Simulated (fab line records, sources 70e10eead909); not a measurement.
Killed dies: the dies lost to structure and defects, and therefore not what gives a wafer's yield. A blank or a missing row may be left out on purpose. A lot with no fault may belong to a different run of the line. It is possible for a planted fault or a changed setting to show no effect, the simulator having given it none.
Chamber matching	flow nand-harc	4 sister chambers for NHARC_A_STAIRCASE_DESCUM_186 on rie-diel-07
The step chemistry O2, time 3 s. 4 wafers are shown with their chamber, then 10 later ones without.

## WAFERS, EACH WITH ITS CHAMBER
wafer	chamber	showerhead-plenum-p-Torr (Torr)
L079.2	1	1.90
L081.5	0	1.89
L088.3	3	1.97
L088.4	2	1.79

## WAFERS WHOSE CHAMBER IS MISSING
wafer	showerhead-plenum-p-Torr (Torr)
L088.5	1.97
L089.1	1.88
L089.3	1.89
L089.5	1.88
L091.1	1.79
L091.2	1.89
L091.4	1.97
L093.4	1.78
L093.5	1.88
L093.6	1.88

## EACH ONE'S CHAMBER
wafer	from the rows above	in truth
L088.5	3	3
L089.1	can't be placed: 0 or 1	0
L089.3	can't be placed: 0 or 1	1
L089.5	can't be placed: 0 or 1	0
L091.1	2	2
L091.2	can't be placed: 0 or 1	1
L091.4	3	3
L093.4	2	2
L093.5	can't be placed: 0 or 1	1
L093.6	can't be placed: 0 or 1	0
Correct placement for 4 of the 10. From these rows, 6 cannot be placed; in 6 the true chamber is one of the candidates. Placed wrongly: 0.
How it was worked out, from the rows above alone: a wafer's distance from a chamber is the root of the sum, over the readings, of the square of ((its reading less the chamber's mean) divided by the reading's scatter). If the next closest chamber is less than 2 further off than the closest, the wafer can't be placed; otherwise it belongs to the closest. The mean given for a chamber averages the wafers shown for that chamber. The scatter: root of mean squared gap, hidden wafer to nearest shown wafer, with one shown wafer a chamber.
